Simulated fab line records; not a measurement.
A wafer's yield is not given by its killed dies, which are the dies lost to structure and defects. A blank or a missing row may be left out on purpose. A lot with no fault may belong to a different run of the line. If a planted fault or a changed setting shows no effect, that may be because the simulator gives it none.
fab line records	flow nand_harc
record lots=12	wafers=36	last_day=25
route steps=1159 shown A_CONTACT@935 END@1159
lots untouched by any fault: they come from a run of this same line in which no faults occurred
start_h: hours from the record's opening day to when the first of the lot's shown wafers began	wait_h: hours since the lot's step before	" same as the row above	L1.1+2: several wafers, shown together as one row	- no value present, or no start provided	* or withheld: withheld	< > ~ a bound
route shown NAME@n: a module of which the file shows steps, and the number in the route of the first	usual: average and standard deviation across the fault-free wafers	same: alike in all rows	chamber/n: place in a boat	sites: readings site by site	_std_site: how widely they spread, as a standard deviation	_edge_site: outer sites' mean less inner sites'	radius_mm: for every site, how far away it sits from the centre of the wafer	mask NAME#n: copy n	behind: the last tool/chamber to shape the wafer	hold: why the lot was held/for how many hours/how that ended	device: names the non-switching transistor (n, p or np)	end of line: the tests these same wafers got at the end of their route	a step given without rows: its recipe and nothing more	killed: dies lost to structure and defects at the first sort, not the wafer's yield	map: the dies of a wafer, with x for killed, . for not killed, _ for no die there
set.NAME: the run value of the setting; set.NAME@STEP: its run value at that earlier step	model.NAME: the simulator's own value behind a step, which no gauge read
a sample of lots followed through the steps of the route, with each step as a table and each wafer as a row
services: when a tool's chamber went out of use (start_h, in hours from the record's first day, below 0 if earlier), for how many hours, and the reason
## steps
# step NHARC_A_CONTACT_CD_MEAS_08
# recipe target_cd_nm=100	landing_energy_ev=500
# usual cd_nm=100.2/0.7
lot.wafer	tool	chamber	start_h	wait_h	cd_nm
L137.1	cd_sem-02	0	390.81	-	99.4
L137.2	"	0	"	"	99.0
L137.6	"	0	"	"	99.1
L138.2	cd_sem-02	0	398.46	-	99.5
L138.4	"	0	"	"	100.4
L138.5	"	0	"	"	99.5
L139.1	cd_sem-02	0	403.85	-	101.5
L139.3	"	0	"	"	101.4
L139.6	"	0	"	"	100.3
L140.2	cd_sem-03	0	407.58	-	101.5
L140.4	"	0	"	"	99.9
L140.6	"	0	"	"	100.4
L146.2	cd_sem-02	0	460.27	-	99.5
L146.3	"	0	"	"	100.2
L146.4	"	0	"	"	100.3
L154.1	cd_sem-01	0	487.88	-	99.8
L154.3	"	0	"	"	99.5
L154.5	"	0	"	"	100.2
L153.1	cd_sem-02	0	506.00	-	102.0
L153.2	"	0	"	"	101.4
L153.4	"	0	"	"	100.6
L155.2	cd_sem-03	0	508.27	-	100.8
L155.4	"	0	"	"	101.5
L155.5	"	0	"	"	101.6
L159.1	cd_sem-03	0	517.49	-	100.0
L159.5	"	0	"	"	101.2
L159.6	"	0	"	"	100.4
L156.2	cd_sem-03	0	519.65	-	101.1
L156.3	"	0	"	"	101.1
L156.5	"	0	"	"	99.8
L158.1	cd_sem-01	0	531.67	-	100.1
L158.4	"	0	"	"	99.9
L158.6	"	0	"	"	100.0
L160.2	cd_sem-01	0	531.91	-	99.8
L160.4	"	0	"	"	100.0
L160.5	"	0	"	"	100.0
# step NHARC_A_CONTACT_ETCH_89
# recipe target_depth_a=2600	over_etch_frac=0.3	time_s=475.3	ion_energy_ev=200	n2_flow_sccm=150	h2_flow_sccm=150	ar_flow_sccm=0	rf_w=400	bias_w=150	chemistry=N2/H2
# usual drypump_motor_current_A=5.8/0.31	mfc_ar_sccm=0.010/0.017	oes_product_au=0.997/0.014	rf_vpp_V=430/3.1	showerhead_plenum_p_Torr=2.04/0.11	throttle_valve_pct=14.171/0.0095
lot.wafer	tool	chamber	start_h	wait_h	drypump_motor_current_A	mfc_ar_sccm	oes_product_au	rf_hours_counter_h	rf_vpp_V	showerhead_plenum_p_Torr	throttle_valve_pct
L137.1	rie_diel-03	0	-	-	6.1	0	0.988	57	428	1.95	14.170
L137.2	"	2	"	"	5.9	0	0.996	51	426	1.88	14.177
L137.6	"	2	"	"	5.9	0	0.990	-	426	1.88	14.186
L138.2	rie_diel-06	2	-	-	5.6	0.038	1.015	31	433	2.14	14.178
L138.4	"	0	"	"	5.4	0.041	0.988	22	427	1.94	14.179
L138.5	"	2	"	"	5.6	0.038	1.017	-	434	2.14	14.170
L139.3	rie_diel-03	3	-	-	6.1	0	1.003	2	432	2.11	14.157
L139.1	"	1	"	"	6.4	0.021	0.983	3	427	1.96	14.175
L139.6	"	0	"	"	6.1	0	0.991	-	428	1.95	14.184
L140.2	rie_diel-13	2	-	-	5.2	0	0.988	46	434	2.18	14.176
L140.4	"	3	"	"	6.1	0	1.027	46	426	1.88	14.162
L140.6	"	1	"	"	5.8	0	1.011	-	428	1.93	14.167
L146.3	rie_diel-06	3	-	-	6.1	0	0.982	6	436	2.22	14.164
L146.2	"	1	"	"	5.8	0.001	1.007	5	431	2.03	14.183
L146.4	"	2	"	"	5.6	0.038	0.990	5	431	2.14	14.168
L154.3	rie_diel-06	2	-	-	5.6	0.038	1.003	10	433	2.14	14.154
L154.1	"	3	"	"	6.1	0	0.986	12	434	2.21	14.157
L154.5	"	0	"	"	5.4	0.041	0.995	-	427	1.94	14.174
L153.2	rie_diel-06	3	-	-	6.0	0	0.983	16	434	2.21	14.166
L153.1	"	1	"	"	5.8	0.001	1.003	15	430	2.03	14.183
L153.4	"	1	"	"	5.8	0.001	1.010	-	430	2.03	14.169
L155.4	rie_diel-06	1	-	-	5.8	0.001	1.017	15	429	2.03	14.169
L155.2	"	2	"	"	5.6	0.038	1.005	12	433	2.14	14.163
L155.5	"	2	"	"	5.6	0.038	1.009	-	433	2.14	14.183
L159.1	rie_diel-06	0	-	-	5.4	0.041	0.996	19	428	1.93	14.163
L159.5	"	0	"	"	5.4	0.041	0.988	-	428	1.93	14.166
L159.6	"	1	"	"	5.8	0.001	1.020	-	431	2.02	14.178
L156.3	rie_diel-03	3	-	-	6.2	0	0.971	46	433	2.10	14.185
L156.2	"	2	"	"	5.9	0	1.000	47	435	2.20	14.165
L156.5	"	0	"	"	6.1	0	0.991	-	426	1.94	14.177
L158.4	rie_diel-06	0	-	-	5.4	0.041	1.002	22	427	1.93	14.166
L158.1	"	1	"	"	5.8	0.001	1.011	19	430	2.02	14.186
L158.6	"	3	"	"	6.1	0	0.985	-	436	2.21	14.180
L160.4	rie_diel-13	0	-	-	5.9	0	0.980	27	429	2.00	14.150
L160.2	"	2	"	"	5.2	0	0.974	31	435	2.16	14.168
L160.5	"	0	"	"	5.9	0	0.972	-	429	2.00	14.184
# step NHARC_A_CONTACT_STRIP_26
# recipe o2_flow_sccm=500	ar_flow_sccm=0	bias_w=0	chemistry=O2
# usual drypump_motor_current_A=5.8/0.31	mfc_ar_sccm=0.013/0.018	oes_product_au=0.999/0.013	rf_vpp_V=57.9/0.86	showerhead_plenum_p_Torr=3.55/0.18	throttle_valve_pct=17.037/0.0085
lot.wafer	tool	chamber	start_h	wait_h	drypump_motor_current_A	mfc_ar_sccm	oes_product_au	rf_hours_counter_h	rf_vpp_V	showerhead_plenum_p_Torr	throttle_valve_pct
L137.2	rie_diel-13	3	-	-	6.1	0	1.024	38	57.7	3.28	17.041
L137.1	"	1	"	"	5.8	0	1.013	33	56.8	3.36	17.052
L137.6	"	3	"	"	6.1	0	1.020	-	57.6	3.28	17.045
L138.2	rie_diel-06	3	-	-	6.1	0	1.002	32	57.9	3.28	17.031
L138.4	"	1	"	"	5.9	0.001	1.004	29	58.1	3.52	17.036
L138.5	"	2	"	"	5.6	0.038	1.011	-	59.1	3.69	17.027
L139.1	rie_diel-03	0	-	-	6.1	0	1.001	4	57.6	3.39	17.046
L139.3	"	1	"	"	6.4	0.021	0.986	4	56.6	3.41	17.034
L139.6	"	2	"	"	5.9	0	0.995	-	57.7	3.81	17.042
L140.2	rie_diel-06	1	-	-	5.9	0.001	1.009	31	57.1	3.52	17.034
L140.4	"	2	"	"	5.6	0.038	1.019	35	58.0	3.69	17.038
L140.6	"	0	"	"	5.4	0.041	1.000	-	58.3	3.37	17.037
L146.4	rie_diel-06	1	-	-	5.8	0.001	1.011	6	58.8	3.51	17.036
L146.3	"	2	"	"	5.6	0.038	1.003	5	58.0	3.69	17.057
L146.2	"	0	"	"	5.4	0.041	1.000	7	57.0	3.37	17.040
L154.1	rie_diel-06	0	-	-	5.4	0.041	0.992	13	57.3	3.37	17.045
L154.3	"	2	"	"	5.6	0.038	0.999	11	58.7	3.68	17.037
L154.5	"	3	"	"	6.1	0	0.976	-	58.3	3.80	17.041
L153.4	rie_diel-13	2	-	-	5.2	0	0.992	20	59.2	3.73	17.067
L153.1	"	3	"	"	6.1	0	1.014	20	57.6	3.80	17.039
L153.2	"	0	"	"	6.0	0	0.977	18	58.1	3.47	17.032
L155.2	rie_diel-06	0	-	-	5.4	0.041	0.992	18	57.0	3.36	17.034
L155.4	"	2	"	"	5.6	0.038	0.996	13	57.2	3.68	17.029
L155.5	"	0	"	"	5.4	0.041	0.993	-	56.3	3.36	17.035
L159.1	rie_diel-06	0	-	-	5.4	0.041	1.004	20	58.2	3.36	17.017
L159.5	"	3	"	"	6.1	0	0.991	-	58.9	3.80	17.043
L159.6	"	0	"	"	5.4	0.041	1.001	-	57.3	3.36	17.027
L156.2	rie_diel-06	2	-	-	5.6	0.038	0.999	14	57.3	3.68	17.043
L156.3	"	3	"	"	6.1	0	0.977	19	58.8	3.80	17.043
L156.5	"	1	"	"	5.8	0.001	1.005	-	59.3	3.51	17.038
L158.1	rie_diel-03	1	-	-	6.4	0.021	0.991	53	57.7	3.38	17.035
L158.4	"	3	"	"	6.2	0	0.997	51	57.6	3.61	17.029
L158.6	"	1	"	"	6.4	0.021	0.985	-	58.0	3.38	17.035
L160.2	rie_diel-06	1	-	-	5.8	0.001	1.022	20	57.4	3.50	17.037
L160.4	"	0	"	"	5.4	0.041	1.000	22	57.2	3.36	17.030
L160.5	"	1	"	"	5.8	0.001	1.011	-	56.6	3.50	17.029
# step NHARC_A_CONTACT_ALD_18
# recipe target_thk_a=30	pulse_time_s=1	ald_cycles=150	temp_c=450	material=TiN
# usual ald_cycles=150/0	heater_power_w=1096/110	precursor_pulse_height_rel=1.000/0.02
lot.wafer	tool	chamber	start_h	wait_h	ald_cycles	heater_power_w	precursor_pulse_height_rel
L137.1	ald_metal-01	0	394.49	-	150	943	0.995
L137.2	"	1	"	"	150	1178	1.004
L137.6	"	0	"	"	150	944	0.990
L138.4	ald_metal-03	2	402.58	-	150	1039	1.005
L138.2	"	3	"	"	150	1107	0.976
L138.5	"	2	"	"	150	1026	0.963
L139.3	ald_metal-02	0	407.73	-	150	1154	1.024
L139.1	"	1	"	"	150	1136	0.977
L139.6	"	0	"	"	150	1133	1.016
L140.4	ald_metal-01	0	411.10	-	150	946	1.027
L140.2	"	1	"	"	150	1218	1.027
L140.6	"	0	"	"	150	947	0.986
L146.3	ald_metal-02	2	463.88	-	150	971	0.981
L146.4	"	3	"	"	150	1285	0.994
L146.2	"	0	"	"	106	1116	1.017
L154.1	ald_metal-01	1	491.34	-	150	1221	1.004
L154.3	"	2	"	"	150	1206	1.029
L154.5	"	1	"	"	150	1227	1.035
L153.1	ald_metal-01	3	509.93	-	150	1129	1.008
L153.2	"	1	"	"	150	1242	1.036
L153.4	"	2	"	"	150	1188	0.956
L155.2	ald_metal-03	2	511.75	-	150	1042	0.987
L155.4	"	3	"	"	150	1072	1.003
L155.5	"	2	"	"	150	1065	1.002
L159.1	ald_metal-01	2	520.95	-	150	1174	0.994
L159.6	"	2	"	"	150	1221	1.005
L159.5	"	3	"	"	150	1161	0.979
L156.2	ald_metal-02	3	523.33	-	150	1211	0.998
L156.3	"	0	"	"	150	1178	0.991
L156.5	"	0	"	"	150	1156	0.989
L158.1	ald_metal-01	2	535.27	-	150	1194	0.977
L158.4	"	0	"	"	150	963	1.007
L158.6	"	3	"	"	150	1152	0.997
L160.4	ald_metal-03	3	535.43	-	150	1114	1.007
L160.2	"	0	"	"	150	885	0.966
L160.5	"	2	"	"	150	1075	0.970
# step NHARC_END_SORT_01
# recipe temp_c=25
# usual killed_at_array=24/8.7	killed_at_other=0.8/1.2	killed_at_periphery=3.6/2.3	killed_dies=28/8.9	killed_open=3.2/1.9	killed_short=2.0/1.6
# same gross_dies=677
lot.wafer	tool	chamber	start_h	wait_h	killed_at_array	killed_at_other	killed_at_periphery	killed_dies	killed_open	killed_short
L153.1	prober-02	0	561.88	2.5	37	0	6	43	0	3
L153.4	prober-02	0	564.24	3.4	23	0	4	27	1	2
# killed by level:class
L153.1 A_SLIT:chamber_film_flake=19 A_BLC:chamber_film_flake=6 A_CHANNEL_HOLE_D1:chamber_film_flake=3 A_CONTACT:chamber_film_flake=3 P_ZERO_WELL:chamber_film_flake=2 P_M0:chamber_film_flake=2 A_BONDPAD:chamber_film_flake=2 A_STAIRCASE:geometric_particle:short=1
L153.4 A_SLIT:chamber_film_flake=10 A_BLC:chamber_film_flake=5 A_CHANNEL_HOLE_D1:chamber_film_flake=3 P_ZERO_WELL:chamber_film_flake=2 A_CONTACT:chamber_film_flake=2 A_STAIRCASE:geometric_particle:open=1 A_WL_FILL:geometric_particle:short=1 P_GATE:chamber_film_flake=1
## services
tool	chamber	start_h	hours	kind
rie_diel-06	0	372.96	-	clean
rie_diel-06	1	372.96	-	clean
rie_diel-06	2	372.96	-	clean
rie_diel-06	3	372.96	-	clean
rie_diel-03	1	373.11	22.4	repair
ald_metal-01	2	389.51	7.5	repair
rie_diel-03	-	392.36	9.0	pm
rie_diel-06	0	397.46	-	clean
rie_diel-06	1	397.46	-	clean
rie_diel-06	2	397.46	-	clean
rie_diel-06	3	397.46	-	clean
rie_diel-06	-	418.20	9.0	pm
rie_diel-06	0	418.20	9.0	vent_cycle
rie_diel-06	1	418.20	9.3	vent_cycle
rie_diel-06	2	418.20	9.0	vent_cycle
rie_diel-06	3	418.20	9.0	vent_cycle
rie_diel-13	-	453.37	9.0	pm
ald_metal-01	-	458.00	10.0	pm
ald_metal-03	-	461.90	4.2	repair
rie_diel-13	-	470.70	1.6	repair
ald_metal-01	3	489.51	3.3	repair
rie_diel-06	2	492.00	16.2	repair
ald_metal-03	-	500.00	10.0	pm
ald_metal-02	2	533.00	10.9	repair
## key
first_sign step=NHARC_A_CONTACT_ALD_18	reading=ald_cycles	direction=down	sigmas=99+	usual=150	struck=106
effect none on later readings
met_at NHARC_A_CONTACT_ALD_18
struck_lots L146
struck_wafers L146.2
tester_left_out L146
not_acting_at NHARC_A_CONTACT_CD_MEAS_08,NHARC_A_CONTACT_ETCH_89,NHARC_A_CONTACT_STRIP_26
onset_between 407.73 463.88
fault kind=process_parameter_drift	tool=ald_metal-02	chamber=0	onset_h=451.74	steps=NHARC_A_CONTACT_ALD_18	channel=ald_cycles	offset=-44	shape=step	end_h=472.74	acts_in=these_recipes_only	stated=150
# tester_left_out: of these lots the tester's yield and bins aren't shown, on N5 and GAA mostly nor the transistor test; their killed dies are dies lost to structure and defects alone, not to doping, threshold or leakage, so they don't give the yield
